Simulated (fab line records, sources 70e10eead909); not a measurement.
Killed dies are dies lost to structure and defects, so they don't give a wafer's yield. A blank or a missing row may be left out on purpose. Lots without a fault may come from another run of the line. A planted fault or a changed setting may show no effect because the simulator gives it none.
Which tool did it? | flow nand_harc | 24 lots, 72 wafers sampled, at 6 steps of a route of 1302

WHAT THE GAUGES READ, wafer by wafer
The record holds no reading of a measuring or inspecting step that can be judged against a usual standard deviation.

WHICH TOOL RAN EACH LOT (tool, then ch and the chambers of the sampled wafers, then the start)
lot  | NHARC_A_CONTACT_ETCH_111             | NHARC_A_CONTACT_ETCH_112             | NHARC_A_CONTACT_ETCH_117             | NHARC_A_CONTACT_ETCH_102           | NHARC_A_CONTACT_ETCH_125             | NHARC_A_CONTACT_ETCH_129
L074 | har_cap_etch-03 ch 0,1, day 21 05:46 | har_cap_etch-03 ch 0,1, day 21 05:57 | har_cap_etch-03 ch 0,1, day 21 06:49 | rie_diel-13 ch 0,2,3, day 21 09:29 | har_cap_etch-03 ch 0,1, day 21 19:43 | har_cap_etch-03 ch 0,1, day 21 20:25
L076 | har_cap_etch-03 ch 0,1, day 21 16:37 | har_cap_etch-03 ch 0,1, day 21 16:49 | har_cap_etch-03 ch 0,1, day 21 17:40 | rie_diel-10 ch 1,2,3, day 21 20:12 | har_cap_etch-02 ch 0,1, day 22 03:46 | har_cap_etch-02 ch 0,1, day 22 04:29
L075 | har_cap_etch-02 ch 0,1, day 21 23:53 | har_cap_etch-02 ch 0,1, day 22 00:04 | har_cap_etch-02 ch 0,1, day 22 00:55 | rie_diel-03 ch 0,1,3, day 22 03:25 | har_cap_etch-02 ch 0,1, day 22 10:04 | har_cap_etch-02 ch 0,1, day 22 10:46
L078 | har_cap_etch-03 ch 0,1, day 22 10:02 | har_cap_etch-03 ch 0,1, day 22 10:14 | har_cap_etch-03 ch 0,1, day 22 11:06 | rie_diel-10 ch 0,1,2, day 22 13:38 | har_cap_etch-03 ch 0,1, day 23 00:36 | har_cap_etch-03 ch 0,1, day 23 01:19
L077 | har_cap_etch-01 ch 0,1, day 22 10:28 | har_cap_etch-01 ch 0,1, day 22 10:43 | har_cap_etch-01 ch 0,1, day 22 11:52 | rie_diel-10 ch 0,1,2, day 22 14:56 | har_cap_etch-01 ch 0,1, day 23 02:00 | har_cap_etch-01 ch 0,1, day 23 02:56
L079 | har_cap_etch-01 ch 1, day 22 22:06   | har_cap_etch-01 ch 1, day 22 22:28   | har_cap_etch-01 ch 1, day 22 23:36   | rie_diel-10 ch 0,2, day 23 02:37   | har_cap_etch-01 ch 0, day 23 09:34   | har_cap_etch-01 ch 0, day 23 10:31
L081 | har_cap_etch-03 ch 0,1, day 24 10:40 | har_cap_etch-03 ch 0,1, day 24 10:52 | har_cap_etch-03 ch 0,1, day 24 11:43 | rie_diel-10 ch 1,2, day 24 14:12   | har_cap_etch-02 ch 0,1, day 24 21:48 | har_cap_etch-02 ch 0,1, day 24 22:30
L080 | har_cap_etch-01 ch 0,1, day 24 21:47 | har_cap_etch-01 ch 0,1, day 24 21:59 | har_cap_etch-01 ch 0,1, day 24 22:51 | rie_diel-13 ch 1,2,3, day 25 01:22 | har_cap_etch-02 ch 0,1, day 25 11:13 | har_cap_etch-02 ch 0,1, day 25 11:55
L083 | har_cap_etch-03 ch 0,1, day 25 07:52 | har_cap_etch-03 ch 0,1, day 25 08:04 | har_cap_etch-03 ch 0,1, day 25 08:55 | rie_diel-03 ch 1,2,3, day 25 11:28 | har_cap_etch-01 ch 0,1, day 25 18:04 | har_cap_etch-01 ch 0,1, day 25 18:47
L082 | har_cap_etch-01 ch 0,1, day 25 09:04 | har_cap_etch-01 ch 0,1, day 25 09:15 | har_cap_etch-01 ch 0,1, day 25 10:07 | rie_diel-10 ch 1,2,3, day 25 12:35 | har_cap_etch-02 ch 0,1, day 25 21:34 | har_cap_etch-02 ch 0,1, day 25 22:16
L084 | har_cap_etch-03 ch 0,1, day 25 14:01 | har_cap_etch-03 ch 0,1, day 25 14:11 | har_cap_etch-03 ch 0,1, day 25 15:02 | rie_diel-13 ch 1,2, day 25 17:32   | har_cap_etch-01 ch 0,1, day 26 00:58 | har_cap_etch-01 ch 0,1, day 26 01:41
L085 | har_cap_etch-03 ch 0,1, day 26 01:42 | har_cap_etch-03 ch 0,1, day 26 01:53 | har_cap_etch-03 ch 0,1, day 26 02:45 | rie_diel-13 ch 0,1, day 26 05:35   | har_cap_etch-02 ch 0,1, day 26 12:56 | har_cap_etch-02 ch 0,1, day 26 13:38
L086 | har_cap_etch-01 ch 0,1, day 26 19:40 | har_cap_etch-01 ch 0,1, day 26 19:52 | har_cap_etch-01 ch 0,1, day 26 20:43 | rie_diel-10 ch 0,1, day 26 23:10   | har_cap_etch-01 ch 0,1, day 27 05:41 | har_cap_etch-01 ch 0,1, day 27 06:24
L087 | har_cap_etch-03 ch 0,1, day 26 20:37 | har_cap_etch-03 ch 0,1, day 26 20:49 | har_cap_etch-03 ch 0,1, day 26 21:41 | rie_diel-10 ch 1,3, day 27 00:10   | har_cap_etch-03 ch 0,1, day 27 07:05 | har_cap_etch-03 ch 0,1, day 27 07:47
L088 | har_cap_etch-02 ch 0,1, day 27 10:52 | har_cap_etch-02 ch 0,1, day 27 11:04 | har_cap_etch-02 ch 0,1, day 27 11:56 | rie_diel-10 ch 1,2,3, day 27 14:29 | har_cap_etch-03 ch 0,1, day 27 20:56 | har_cap_etch-03 ch 0,1, day 27 21:53
L089 | har_cap_etch-01 ch 0,1, day 27 11:49 | har_cap_etch-01 ch 0,1, day 27 12:00 | har_cap_etch-01 ch 0,1, day 27 12:51 | rie_diel-10 ch 0,1, day 27 15:36   | har_cap_etch-02 ch 0,1, day 28 00:35 | har_cap_etch-02 ch 0,1, day 28 01:31
L091 | har_cap_etch-01 ch 0,1, day 27 23:09 | har_cap_etch-01 ch 0,1, day 27 23:20 | har_cap_etch-01 ch 0,1, day 28 00:11 | rie_diel-10 ch 0,3, day 28 02:45   | har_cap_etch-02 ch 0,1, day 28 09:32 | har_cap_etch-02 ch 0,1, day 28 10:19
L090 | har_cap_etch-01 ch 0,1, day 28 08:44 | har_cap_etch-01 ch 0,1, day 28 08:56 | har_cap_etch-01 ch 0,1, day 28 09:47 | rie_diel-10 ch 2,3, day 28 12:14   | har_cap_etch-02 ch 0,1, day 28 18:55 | har_cap_etch-02 ch 0,1, day 28 19:37
L092 | har_cap_etch-03 ch 0,1, day 28 18:58 | har_cap_etch-03 ch 0,1, day 28 19:14 | har_cap_etch-03 ch 0,1, day 28 20:07 | rie_diel-03 ch 1,2, day 28 22:35   | har_cap_etch-02 ch 0,1, day 29 11:24 | har_cap_etch-02 ch 0,1, day 29 12:07
L093 | har_cap_etch-03 ch 0,1, day 29 14:22 | har_cap_etch-03 ch 0,1, day 29 14:34 | har_cap_etch-03 ch 0,1, day 29 15:25 | rie_diel-10 ch 1,2, day 29 17:52   | har_cap_etch-02 ch 0,1, day 30 00:26 | har_cap_etch-02 ch 0,1, day 30 01:09
L094 | har_cap_etch-01 ch 0,1, day 30 16:18 | har_cap_etch-01 ch 0,1, day 30 16:30 | har_cap_etch-01 ch 0,1, day 30 17:21 | rie_diel-10 ch 0,1, day 30 19:52   | har_cap_etch-02 ch 0,1, day 31 03:34 | har_cap_etch-02 ch 0,1, day 31 04:17
L096 | har_cap_etch-02 ch 0,1, day 30 18:26 | har_cap_etch-02 ch 0,1, day 30 18:38 | har_cap_etch-02 ch 0,1, day 30 19:29 | rie_diel-03 ch 1,3, day 30 22:00   | har_cap_etch-03 ch 0, day 31 06:48   | har_cap_etch-03 ch 0, day 31 07:31
L097 | har_cap_etch-03 ch 0,1, day 30 19:21 | har_cap_etch-03 ch 0,1, day 30 19:32 | har_cap_etch-03 ch 0,1, day 30 20:24 | rie_diel-10 ch 0,1, day 30 22:52   | har_cap_etch-01 ch 0,1, day 31 07:56 | har_cap_etch-01 ch 0,1, day 31 08:53
L095 | har_cap_etch-01 ch 0,1, day 31 00:26 | har_cap_etch-01 ch 0,1, day 31 00:38 | har_cap_etch-01 ch 0,1, day 31 01:40 | rie_diel-13 ch 0,1,2, day 31 05:17 | har_cap_etch-03 ch 0,1, day 31 12:08 | har_cap_etch-03 ch 0,1, day 31 12:50
- NHARC_A_CONTACT_ETCH_111: etches the open film in C4F8/O2/Ar, time 140 s, target depth 700 nm.
- NHARC_A_CONTACT_ETCH_112: etches the open film in C4F8/O2/Ar, time 190 s, target depth 1850 nm.
- NHARC_A_CONTACT_ETCH_117: etches the open film in C4F8/O2/Ar, time 190 s, target depth 1850 nm.
- NHARC_A_CONTACT_ETCH_102: etches the open film in CF4/O2, target depth 100 nm, overetch 10 nm, time 55 s.
- NHARC_A_CONTACT_ETCH_125: etches the open film in C4F8/O2/Ar, time 197 s, target depth 1918 nm.
- NHARC_A_CONTACT_ETCH_129: etches the open film in C4F8/O2/Ar, time 197 s, target depth 1918 nm.

WHAT THE TOOLS THEMSELVES READ (means of the sampled wafers that have a number; where no wafer has one, the mark that the record gives instead)
NHARC_A_CONTACT_ETCH_102. Usual: drypump_motor_current_A 5.9 A, standard deviation 0.52; oes_product_au 0.995 a.u., standard deviation 0.011; rf_vpp_V 197.9 V, standard deviation 1.4; showerhead_plenum_p_Torr 1.34 Torr, standard deviation 0.057; throttle_valve_pct 13.397 %, standard deviation 0.0084.
lot  | tool        | drypump_motor_current_A (A) | oes_product_au (a.u.) | rf_vpp_V (V) | showerhead_plenum_p_Torr (Torr) | throttle_valve_pct (%) | flag
L074 | rie_diel-13 | 5.9                         | 1.006                 | 197.5        | 1.33                            | 13.403                 |
L076 | rie_diel-10 | 6.3                         | 1.007                 | 198.1        | 1.37                            | 13.399                 |
L075 | rie_diel-03 | 5.4                         | 0.988                 | 198.1        | 1.36                            | 13.400                 |
L078 | rie_diel-10 | 5.9                         | 0.990                 | 198.7        | 1.37                            | 13.396                 |
L077 | rie_diel-10 | 5.9                         | 0.994                 | 198.1        | 1.37                            | 13.399                 |
L079 | rie_diel-10 | 5.6                         | 0.995                 | 197.8        | 1.39                            | 13.398                 |
L081 | rie_diel-10 | 6.3                         | 0.996                 | 199.0        | 1.38                            | 13.392                 |
L080 | rie_diel-13 | 5.8                         | 1.012                 | 196.6        | 1.26                            | 13.392                 |
L083 | rie_diel-03 | 5.6                         | 1.000                 | 197.1        | 1.34                            | 13.389                 |
L082 | rie_diel-10 | 6.3                         | 0.995                 | 199.1        | 1.36                            | 13.393                 |
L084 | rie_diel-13 | 5.8                         | 1.003                 | 196.3        | 1.26                            | 13.401                 |
L085 | rie_diel-13 | 5.4                         | 1.003                 | 197.3        | 1.31                            | 13.394                 |
L086 | rie_diel-10 | 6.1                         | 0.980                 | 198.2        | 1.35                            | 13.392                 |
L087 | rie_diel-10 | 6.5                         | 0.977                 | 199.0        | 1.34                            | 13.403                 |
L088 | rie_diel-10 | 6.3                         | 0.987                 | 198.5        | 1.36                            | 13.390                 |
L089 | rie_diel-10 | 6.1                         | 0.977                 | 197.6        | 1.35                            | 13.397                 |
L091 | rie_diel-10 | 6.1                         | 0.995                 | 196.8        | 1.32                            | 13.395                 |
L090 | rie_diel-10 | 6.0                         | 0.994                 | 198.7        | 1.38                            | 13.404                 |
L092 | rie_diel-03 | 5.8                         | 0.994                 | 196.3        | 1.28                            | 13.384                 |
L093 | rie_diel-10 | 6.0                         | 0.984                 | 198.5        | 1.39                            | 13.399                 |
L094 | rie_diel-10 | 6.1                         | 0.982                 | 198.0        | 1.35                            | 13.403                 |
L096 | rie_diel-03 | 5.3                         | 0.992                 | 198.4        | 1.37                            | 13.395                 |
L097 | rie_diel-10 | 6.1                         | 0.981                 | 198.8        | 1.35                            | 13.399                 |
L095 | rie_diel-13 | 5.8                         | 0.999                 | 197.0        | 1.31                            | 13.400                 |

THE ANSWER, worked out from the rows above alone
Rule: a lot is off if the mean of its wafers that have a number lies more than 3 standard deviations from the usual mean. A lot without any number at a reading at which 4 lots or more have one is off too. The other lots that the step has rows for count as sound. The gauges are gone through in route order, then the tools' own readings, and for those a lot's mean is taken as printed above. The first step at which some lot is off is used, and at that step the reading that is off furthest; a lot without a number counts as furthest.
No lot is off at any reading shown: from this, nothing can be told.

WHAT THE SIMULATOR HAD PUT IN
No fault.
